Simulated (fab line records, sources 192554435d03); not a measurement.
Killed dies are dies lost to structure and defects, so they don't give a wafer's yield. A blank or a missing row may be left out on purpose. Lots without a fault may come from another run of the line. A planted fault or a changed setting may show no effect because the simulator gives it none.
fab line records | flow n5_finfet | part 1 of 2: steps 1 to 17 of 26
record lots=5 wafers=15 last_day=18
route steps=1938 shown BEOL_M1@783
lots that met no fault: from a run of the same line without faults
start_h: hours from the record's first day to the start of the lot's first wafer shown | wait_h: hours since the lot's step before | " the same as in the row above | L1.1+2: a row that stands for several wafers | - no value, or no start given | * or withheld: withheld | < > ~ a bound
route shown NAME@n: a module of which the file shows steps, and the number in the route of the first | usual: mean/standard deviation of fault-free wafers | same: alike in all rows | chamber/n: place in a boat | sites: the reading at each site | _std_site: their standard deviation | _edge_site: outer sites' mean less inner sites' | radius_mm: how far each site lies from the wafer's centre | mask NAME#n: copy n | behind: the tool/chamber that last shaped the wafer | hold: why the lot was held/for how many hours/how that ended | device: the transistor (n, p or np) that didn't switch | end of line: the same wafers' tests at the end of the route | a step without rows: its recipe alone | killed: dies lost to structure and defects at the first sort, not the wafer's yield | map: a wafer's dies, x killed, . not, _ none there
set.NAME: the setting as run; set.NAME@STEP: as run at that earlier step | model.NAME: the simulator's own value behind a step, which no gauge read
lots at some steps of the route; a table a step, a row a wafer
services: from which hour (start_h, from the record's first day; less than 0 if before it) a tool's chamber was out of use, for how many hours, and why
## steps
# step N5_BEOL_M1_EXPOSE_25
# recipe mask_id=V0 na=0.33 source_shape=quasar sigma_inner=0.2 sigma_outer=0.8 polarization=unpolarized defocus_nm=5 target_cd_nm=24 dose_mj=63
# columns lot.wafer tool chamber start_h wait_h mask
L080.2+5+6 euv_scanner-02 0 163.78 - V0#0
L088.2+4+5 euv_scanner-02 0 206.46 - V0#0
L092.1+2+3 euv_scanner-01 0 230.58 - V0#0
L093.1+3+6 euv_scanner-01 0 235.89 - V0#0
L095.2+3+6 euv_scanner-01 0 246.12 - V0#0
# step N5_BEOL_M1_PEB_26
# recipe peb_temp_c=100 peb_time_s=60 resist=CAR-EUV
# usual chill_plate_temp_C=23.01/0.11
# columns lot.wafer tool chamber start_h wait_h chill_plate_temp_C
L080.2 litho_track-02 0 163.85 0.1 23.10
L080.5 " 0 " " 23.11
L080.6 " 0 " " 23.25
L088.2 litho_track-03 0 206.53 0.1 22.91
L088.4 " 0 " " 23.00
L088.5 " 0 " " 22.85
L092.1 litho_track-03 0 230.65 0.1 23.16
L092.2 " 0 " " 23.20
L092.3 " 0 " " 22.92
L093.1 litho_track-04 0 235.97 0.1 23.04
L093.3 " 0 " " 22.96
L093.6 " 0 " " 22.93
L095.2 litho_track-02 0 246.19 0.1 23.05
L095.3 " 0 " " 23.02
L095.6 " 0 " " 23.04
# step N5_BEOL_M1_DEVELOP_27
# recipe develop_time_s=30 developer=TMAH resist=CAR-EUV rinse_liquid=surfactant_rinse dry=air_spin dev_temp_c=23
# usual chill_plate_temp_C=22.99/0.12 developer_temp_C=23.00/0.089
# columns lot.wafer tool chamber start_h wait_h chill_plate_temp_C developer_temp_C
L080.2 litho_track-02 0 - - 23.14 23.06
L080.5 " 0 " " 23.07 23.06
L080.6 " 0 " " 23.29 22.92
L088.2 litho_track-03 0 - - 23.03 22.97
L088.4 " 0 " " 23.11 23.03
L088.5 " 0 " " 23.11 23.07
L092.1 litho_track-03 0 - - 22.76 22.98
L092.2 " 0 " " 22.97 23.08
L092.3 " 0 " " 22.98 22.85
L093.1 litho_track-04 0 - - 22.80 23.11
L093.3 " 0 " " 22.87 23.02
L093.6 " 0 " " 22.95 23.13
L095.2 litho_track-02 0 - - 22.90 22.81
L095.3 " 0 " " 22.86 22.99
L095.6 " 0 " " 23.04 23.00
# step N5_BEOL_M1_CD_MEAS_28
# recipe landing_energy_ev=500 detector=se_inlens target_cd_y_nm=23.3
# usual cd_nm=23.90/0.23
# columns lot.wafer tool chamber start_h wait_h cd_nm
L080.2 cd_sem-01 0 163.91 - 23.77
L080.5 " 0 " " 23.82
L080.6 " 0 " " 24.08
L088.2 cd_sem-03 0 206.59 - 24.05
L088.4 " 0 " " 23.81
L088.5 " 0 " " 23.91
L092.1 cd_sem-01 0 230.72 - 24.37
L092.2 " 0 " " 23.99
L092.3 " 0 " " 24.06
L093.1 cd_sem-02 0 236.04 - 23.87
L093.3 " 0 " " 23.49
L093.6 " 0 " " 23.62
L095.2 cd_sem-01 0 246.26 - 24.21
L095.3 " 0 " " 23.76
L095.6 " 0 " " 23.81
# step N5_BEOL_M1_OVL_MEAS_29
# recipe points_per_wafer=522
# usual V0_OVL=-0.4/0.63
# columns lot.wafer tool chamber start_h wait_h V0_OVL[nm]
L080.2 overlay-01 0 163.95 0.0 -0.5
L080.5 " 0 " " -1.0
L080.6 " 0 " " -0.8
L088.2 overlay-02 0 206.63 0.0 0.0
L088.4 " 0 " " 0.1
L088.5 " 0 " " 0.4
L092.1 overlay-02 0 230.75 0.0 -0.9
L092.2 " 0 " " -0.4
L092.3 " 0 " " -0.3
L093.1 overlay-02 0 236.07 0.0 1.4
L093.3 " 0 " " 0.9
L093.6 " 0 " " 0.2
L095.2 overlay-02 0 246.30 0.0 -0.5
L095.3 " 0 " " 0.1
L095.6 " 0 " " 0.3
# step N5_BEOL_M1_INSPECT_30
# recipe mode=adi inspect_instrument=brightfield
# usual raw_defect_count=348/75
# columns lot.wafer tool chamber start_h wait_h raw_defect_count
L080.2 defect_inspect-01 - 164.00 0.0 194
L080.5 " - " " 309
L080.6 " - " " 377
L088.2 defect_inspect-02 - 206.68 0.0 410
L088.4 " - " " 305
L088.5 " - " " 290
L092.1 defect_inspect-01 - 230.81 0.1 333
L092.2 " - " " 267
L092.3 " - " " 430
L093.1 defect_inspect-02 - 236.14 0.1 492
L093.3 " - " " 430
L093.6 " - " " 352
L095.2 defect_inspect-02 - 246.35 0.0 210
L095.3 " - " " 224
L095.6 " - " " 294
# step N5_BEOL_M1_DESCUM_33
# recipe chemistry=O2 time_s=7 source_power_w=50 bias_power_w=20 pressure_mtorr=20 rf_frequency_hz=2.712e+07 temp_c=40 resist=CAR-EUV o2_flow_sccm=225
# usual drypump_motor_current_A=5.8/0.38 oes_product_au=0.75/0.072 rf_vpp_V=243.4/1.2 showerhead_plenum_p_Torr=2.10/0.061 throttle_valve_pct=20.51/0.27
# columns lot.wafer tool chamber start_h wait_h drypump_motor_current_A oes_product_au rf_hours_counter_h rf_vpp_V showerhead_plenum_p_Torr throttle_valve_pct
L080.2 rie_diel-04 0 164.04 0.0 6.1 0.87 62 242.5 2.13 20.02
L080.5 " 3 " " 5.3 0.74 - 244.0 2.17 20.72
L080.6 " 0 " " 6.1 0.87 - 243.6 2.13 20.00
L088.2 rie_diel-04 2 206.71 0.0 6.5 0.67 242 242.9 2.14 20.72
L088.4 " 3 " " 5.3 0.73 196 243.2 2.17 20.74
L088.5 " 0 " " 6.1 0.84 - 243.3 2.12 20.04
L092.1 rie_diel-03 1 231.03 0.2 5.7 0.69 216 244.4 2.14 20.47
L092.2 " 2 " " 5.7 0.81 87 242.0 2.04 20.35
L092.3 " 3 " " 6.3 0.92 14 242.9 2.14 20.00
L093.1 rie_diel-03 3 236.17 0.0 6.3 0.92 16 243.9 2.14 20.02
L093.3 " 1 " " 5.7 0.68 218 243.4 2.14 20.47
L093.6 " 3 " " 6.3 0.92 - 244.5 2.14 20.03
L095.2 rie_diel-06 1 246.38 0.0 5.3 0.73 161 243.7 2.10 20.61
L095.3 " 2 " " 5.5 0.77 100 242.6 2.02 20.40
L095.6 " 2 " " 5.5 0.78 - 242.5 2.02 20.39
# step N5_BEOL_M1_ETCH_77
# recipe chemistry=N2/H2 target=underlayer target_depth_a=65 mask_material=CAR-EUV time_s=5.2 ion_energy_ev=200 pressure_mtorr=30 source_w=840 bias_w=150 n2_flow_sccm=200 h2_flow_sccm=200 ends=cleared
# usual bias_w=150.0/0.43 drypump_motor_current_A=5.8/0.38 etch_rf_on_time_s=5.30/0.17 oes_product_au=0.64/0.063 rf_vpp_V=524.1/2.5 showerhead_plenum_p_Torr=2.56/0.077 throttle_valve_pct=17.93/0.29
# columns lot.wafer tool chamber start_h wait_h bias_w drypump_motor_current_A etch_rf_on_time_s oes_product_au rf_hours_counter_h rf_vpp_V showerhead_plenum_p_Torr throttle_valve_pct
L080.2 rie_diel-04 0 164.07 0.0 150.2 6.1 5.34 0.73 62 527.0 2.59 17.51
L080.5 " 3 " " 150.1 5.3 5.33 0.63 - 526.3 2.64 18.19
L080.6 " 0 " " 150.2 6.1 5.39 0.73 - 523.1 2.59 17.50
L088.2 rie_diel-04 2 206.75 0.0 149.8 6.4 5.16 0.58 242 525.7 2.62 18.26
L088.4 " 3 " " 150.0 5.3 5.33 0.62 196 525.3 2.63 18.22
L088.5 " 0 " " 150.3 6.1 5.41 0.71 - 525.2 2.59 17.50
L092.1 rie_diel-03 1 231.07 0.0 151.0 5.8 5.49 0.57 216 525.1 2.63 18.09
L092.2 " 2 " " 150.1 5.7 4.97 0.69 87 521.7 2.46 17.59
L092.3 " 3 " " 149.7 6.3 5.38 0.78 14 522.0 2.60 17.36
L093.1 rie_diel-03 3 236.21 0.0 149.8 6.3 5.44 0.76 16 525.6 2.60 17.37
L093.3 " 1 " " 150.7 5.8 5.48 0.58 218 525.7 2.63 18.09
L093.6 " 3 " " 150.0 6.3 5.37 0.76 - 526.8 2.60 17.37
L095.2 rie_diel-06 1 246.42 0.0 150.5 5.3 5.50 0.61 161 522.9 2.54 18.02
L095.3 " 2 " " 149.8 5.5 5.03 0.67 100 520.1 2.46 17.81
L095.6 " 2 " " 149.5 5.5 4.98 0.69 - 520.3 2.46 17.79
# step N5_BEOL_M1_ETCH_69
# recipe chemistry=CF4 target=SiARC target_depth_a=156 mask_material=CAR-EUV time_s=26 ion_energy_ev=80 pressure_mtorr=40 source_w=545 bias_w=36 Ar_flow_sccm=100 cf4_flow_sccm=100 ends=cleared
# usual bias_w=36.01/0.11 drypump_motor_current_A=5.8/0.37 etch_rf_on_time_s=26.5/0.85 oes_product_au=0.64/0.062 rf_vpp_V=184.2/1.1 showerhead_plenum_p_Torr=2.15/0.059 throttle_valve_pct=15.69/0.29
# columns lot.wafer tool chamber start_h wait_h bias_w drypump_motor_current_A etch_rf_on_time_s oes_product_au rf_hours_counter_h rf_vpp_V showerhead_plenum_p_Torr throttle_valve_pct
L080.2 rie_diel-04 0 164.09 0.0 35.82 6.1 27.1 0.73 62 183.2 2.17 15.16
L080.5 " 3 " " 35.98 5.4 26.7 0.63 - 183.5 2.21 15.89
L080.6 " 0 " " 35.99 6.1 27.0 0.73 - 184.6 2.17 15.17
L088.2 rie_diel-04 2 206.77 0.0 35.87 6.4 26.2 0.57 242 186.1 2.18 15.95
L088.4 " 3 " " 36.03 5.3 26.5 0.63 196 184.8 2.20 15.92
L088.5 " 0 " " 36.24 6.1 27.8 0.70 - 183.2 2.17 15.19
L092.1 rie_diel-03 1 231.08 0.0 36.00 5.7 27.5 0.57 216 185.2 2.21 15.84
L092.2 " 2 " " 35.87 5.7 25.3 0.69 87 182.3 2.09 15.47
L092.3 " 3 " " 36.18 6.3 27.4 0.75 14 185.4 2.18 15.10
L093.1 rie_diel-03 3 236.22 0.0 35.99 6.3 27.3 0.77 16 184.7 2.17 15.12
L093.3 " 1 " " 35.92 5.7 27.5 0.57 218 184.1 2.21 15.84
L093.6 " 3 " " 35.98 6.3 27.1 0.77 - 185.5 2.18 15.09
L095.2 rie_diel-06 1 246.43 0.0 36.10 5.3 27.6 0.61 161 182.9 2.14 15.67
L095.3 " 2 " " 35.94 5.5 25.1 0.68 100 184.1 2.07 15.56
L095.6 " 2 " " 35.89 5.5 24.8 0.69 - 182.8 2.07 15.55
# step N5_BEOL_M1_ALD_98
# recipe material=SiO2 target_thk_a=25 temp_c=100 ald_precursor_family=BDEAS ald_co_reactant=O2-plasma pulse_time_s=1 co_reactant_pulse_time_s=1 purge_time_s=2 co_reactant_purge_time_s=2 ald_cycles=17 pressure_torr=2
# usual heater_power_w=76/6 precursor_pulse_height_rel=1.001/0.018
# same pulse_time_s=1
# columns lot.wafer tool chamber start_h wait_h heater_power_w precursor_pulse_height_rel
L080.2 ald_sin-02 2 164.19 0.1 72 0.979
L080.5 " 0 " " 67 0.991
L080.6 " 1 " " 72 0.982
L088.2 ald_sin-03 3 206.85 0.1 73 1.002
L088.4 " 1 " " 79 1.021
L088.5 " 3 " " 76 0.997
L092.1 ald_sin-01 0 231.16 0.1 78 0.986
L092.2 " 1 " " 71 1.017
L092.3 " 3 " " 77 1.018
L093.1 ald_sin-02 3 237.09 0.8 77 1.010
L093.3 " 0 " " 68 0.998
L093.6 " 0 " " 69 1.022
L095.2 ald_sin-03 2 246.53 0.1 74 0.963
L095.3 " 3 " " 76 1.003
L095.6 " 2 " " 75 1.018
# step N5_BEOL_M1_ETCHBACK_99
# recipe chemistry=CHF3 target=SiO2 target_depth_a=50 time_s=10.4 source_w=215 bias_w=47 Ar_flow_sccm=200 CHF3_flow_sccm=12 ion_energy_ev=100 pressure_mtorr=30
# usual bias_w=46.98/0.15 drypump_motor_current_A=5.9/0.4 oes_product_au=0.76/0.075 rf_vpp_V=241/3.5 showerhead_plenum_p_Torr=2.18/0.061 throttle_valve_pct=17.14/0.29
# columns lot.wafer tool chamber start_h wait_h bias_w drypump_motor_current_A oes_product_au rf_hours_counter_h rf_vpp_V showerhead_plenum_p_Torr throttle_valve_pct
L080.2 rie_diel-04 2 168.66 4.4 46.97 6.4 0.69 229 242 2.20 17.38
L080.5 " 3 " " 46.83 5.3 0.74 - 239 2.23 17.38
L080.6 " 2 " " 47.22 6.4 0.68 - 242 2.21 17.37
L088.2 rie_diel-04 0 213.60 6.7 46.81 6.1 0.83 77 247 2.17 16.59
L088.4 " 2 " " 46.91 6.4 0.68 244 243 2.20 17.41
L088.5 " 3 " " 47.05 5.4 0.73 - 240 2.22 17.41
L092.1 rie_diel-03 1 234.29 3.1 47.17 5.7 0.67 217 238 2.21 17.25
L092.2 " 2 " " 47.02 5.7 0.82 88 240 2.11 17.01
L092.3 " 3 " " 46.89 6.3 0.90 15 242 2.19 16.60
L093.1 rie_diel-04 1 239.21 2.1 46.84 6.3 0.72 162 240 2.26 17.21
L093.3 " 3 " " 47.04 5.3 0.73 205 239 2.22 17.43
L093.6 " 0 " " 46.96 6.0 0.83 - 246 2.17 16.60
L095.2 rie_diel-04 2 259.99 13.4 47.13 6.4 0.99 3 243 2.20 16.96
L095.3 " 1 " " 47.03 6.3 0.72 168 239 2.26 17.22
L095.6 " 0 " " 46.85 6.1 0.82 - 246 2.16 16.61
# step N5_BEOL_M1_ETCH_70
# recipe chemistry=N2/H2 target=SOC target_depth_a=800 overetch_a=160 mask_material=SiARC temp_c=40 time_s=120 ion_energy_ev=200 pressure_mtorr=30 source_w=840 bias_w=150 n2_flow_sccm=200 h2_flow_sccm=200
# usual bias_w=150.0/0.39 drypump_motor_current_A=5.9/0.4 oes_product_au=0.58/0.055 rf_vpp_V=524.6/2.1 showerhead_plenum_p_Torr=2.58/0.072 throttle_valve_pct=17.87/0.29
# columns lot.wafer tool chamber start_h wait_h bias_w drypump_motor_current_A oes_product_au rf_hours_counter_h rf_vpp_V showerhead_plenum_p_Torr throttle_valve_pct
L080.2 rie_diel-04 2 168.69 0.0 149.5 6.4 0.52 229 527.2 2.63 18.21
L080.5 " 3 " " 150.0 5.3 0.57 - 526.3 2.64 18.15
L080.6 " 2 " " 150.2 6.4 0.53 - 527.2 2.63 18.20
L088.2 rie_diel-04 0 213.64 0.0 149.9 6.1 0.65 77 525.2 2.59 17.48
L088.4 " 2 " " 149.2 6.4 0.51 244 525.2 2.62 18.24
L088.5 " 3 " " 150.2 5.4 0.56 - 525.2 2.63 18.17
L092.1 rie_diel-03 1 234.32 0.0 150.0 5.7 0.53 217 526.3 2.63 18.03
L092.2 " 2 " " 150.2 5.7 0.62 88 522.0 2.46 17.57
L092.3 " 3 " " 149.9 6.3 0.70 15 525.8 2.60 17.34
L093.1 rie_diel-04 1 239.24 0.0 150.1 6.3 0.57 162 527.1 2.63 17.69
L093.3 " 3 " " 150.2 5.4 0.56 205 525.6 2.63 18.19
L093.6 " 0 " " 149.9 6.1 0.65 - 524.2 2.58 17.50
L095.2 rie_diel-04 2 260.02 0.0 150.9 6.4 0.74 3 524.1 2.62 17.77
L095.3 " 1 " " 149.8 6.3 0.56 168 526.5 2.63 17.70
L095.6 " 0 " " 150.2 6.0 0.64 - 523.4 2.58 17.50
# step N5_BEOL_M1_STRIP_71
# recipe chemistry=N2/H2 temp_c=40 n2_flow_sccm=200 h2_flow_sccm=200 rf_frequency_hz=6e+07
# columns lot.wafer tool chamber start_h wait_h
L080.2+5+6 rie_diel-04 2,3,2 168.77 0.0
L088.2+4+5 rie_diel-04 0,2,3 213.72 0.0
L092.1+2+3 rie_diel-03 1,2,3 234.40 0.0
L093.1+3+6 rie_diel-04 1,3,0 239.33 0.0
L095.2+3+6 rie_diel-04 2,1,0 260.10 0.0
# step N5_BEOL_M1_STRIP_78
# recipe chemistry=N2/H2 temp_c=40 n2_flow_sccm=200 h2_flow_sccm=200 rf_frequency_hz=6e+07
# columns lot.wafer tool chamber start_h wait_h
L080.2+5+6 rie_diel-04 2,3,2 168.78 0.0
L088.2+4+5 rie_diel-04 0,2,3 213.73 0.0
L092.1+2+3 rie_diel-03 1,2,3 234.41 0.0
L093.1+3+6 rie_diel-04 1,3,0 239.34 0.0
L095.2+3+6 rie_diel-04 2,1,0 260.11 0.0
# step N5_BEOL_M1_VIA_ETCH_34
# recipe chemistry=C4F6/O2 target_depth_a=678 mask_material=SOC pressure_mtorr=15 ion_energy_ev=250 taper_deg=4 time_s=64.4 source_w=350 bias_w=170 Ar_flow_sccm=300 C4F6_flow_sccm=10 O2_flow_sccm=10
# usual bias_w=170.0/0.47 drypump_motor_current_A=5.9/0.4 oes_product_au=0.76/0.075 rf_vpp_V=665/9.5 showerhead_plenum_p_Torr=2.88/0.078 throttle_valve_pct=30.8/0.32
# columns lot.wafer tool chamber start_h wait_h bias_w drypump_motor_current_A oes_product_au rf_hours_counter_h rf_vpp_V showerhead_plenum_p_Torr throttle_valve_pct
L080.2 rie_diel-04 2 168.79 0.0 170.7 6.4 0.69 229 669 2.91 31.0
L080.5 " 3 " " 169.2 5.3 0.74 - 663 2.94 31.0
L080.6 " 2 " " 170.2 6.4 0.69 - 672 2.91 31.0
L088.2 rie_diel-04 0 213.74 0.0 169.6 6.1 0.83 77 684 2.86 30.2
L088.4 " 2 " " 170.4 6.4 0.68 244 670 2.90 31.0
L088.5 " 3 " " 170.3 5.3 0.73 - 663 2.93 31.0
L092.1 rie_diel-03 1 234.42 0.0 170.5 5.7 0.68 217 658 2.92 30.8
L092.2 " 2 " " 169.2 5.7 0.82 88 665 2.79 30.9
L092.3 " 3 " " 169.8 6.3 0.91 15 670 2.90 30.2
L093.1 rie_diel-04 1 239.35 0.0 170.6 6.3 0.73 162 662 2.98 30.9
L093.3 " 3 " " 169.4 5.3 0.72 205 663 2.93 31.0
L093.6 " 0 " " 169.9 6.1 0.83 - 683 2.86 30.2
L095.2 rie_diel-04 2 260.12 0.0 169.4 6.4 0.98 3 671 2.90 30.7
L095.3 " 1 " " 169.9 6.4 0.72 168 663 2.98 30.9
L095.6 " 0 " " 169.5 6.1 0.83 - 683 2.86 30.2
# step N5_BEOL_M1_STRIP_83
# recipe chemistry=C4F6/O2 resist=SiARC rf_frequency_hz=6e+07
# columns lot.wafer tool chamber start_h wait_h
L080.2+5+6 rie_diel-04 2,3,2 168.84 0.0
L088.2+4+5 rie_diel-04 0,2,3 213.79 0.0
L092.1+2+3 rie_diel-03 1,2,3 234.47 0.0
L093.1+3+6 rie_diel-04 1,3,0 239.39 0.0
L095.2+3+6 rie_diel-04 2,1,0 260.17 0.0
# step N5_BEOL_M1_STRIP_36
# recipe chemistry=N2/H2 power_w=450 temp_c=40 pressure_mtorr=20 rf_frequency_hz=6e+07 overash_fraction=0.3 bias_power_w=7 h2_frac=0.5 n2_flow_sccm=200 h2_flow_sccm=200
# usual drypump_motor_current_A=5.9/0.4 oes_product_au=0.76/0.073 rf_vpp_V=59.1/1.5 showerhead_plenum_p_Torr=2.57/0.072 throttle_valve_pct=23.7/0.32
# columns lot.wafer tool chamber start_h wait_h drypump_motor_current_A oes_product_au rf_hours_counter_h rf_vpp_V showerhead_plenum_p_Torr throttle_valve_pct
L080.2 rie_diel-04 2 168.85 0.0 6.4 0.68 229 58.2 2.62 24.0
L080.5 " 3 " " 5.3 0.74 - 61.5 2.64 23.9
L080.6 " 2 " " 6.4 0.68 - 59.6 2.62 24.0
L088.2 rie_diel-04 0 213.80 0.0 6.0 0.83 77 58.0 2.58 23.4
L088.4 " 2 " " 6.4 0.67 244 60.4 2.62 24.0
L088.5 " 3 " " 5.3 0.73 - 59.0 2.63 24.0
L092.1 rie_diel-03 1 234.48 0.0 5.8 0.69 217 59.2 2.63 23.8
L092.2 " 2 " " 5.7 0.82 88 59.3 2.46 23.3
L092.3 " 3 " " 6.3 0.89 15 59.7 2.59 23.1
L093.1 rie_diel-04 1 239.40 0.0 6.4 0.72 162 60.5 2.63 23.3
L093.3 " 3 " " 5.3 0.73 205 60.3 2.63 24.0
L093.6 " 0 " " 6.1 0.84 - 59.5 2.58 23.4
L095.2 rie_diel-04 2 260.18 0.0 6.4 0.97 3 58.5 2.61 23.7
L095.3 " 1 " " 6.3 0.73 168 58.2 2.63 23.3
L095.6 " 0 " " 6.1 0.84 - 56.4 2.58 23.4
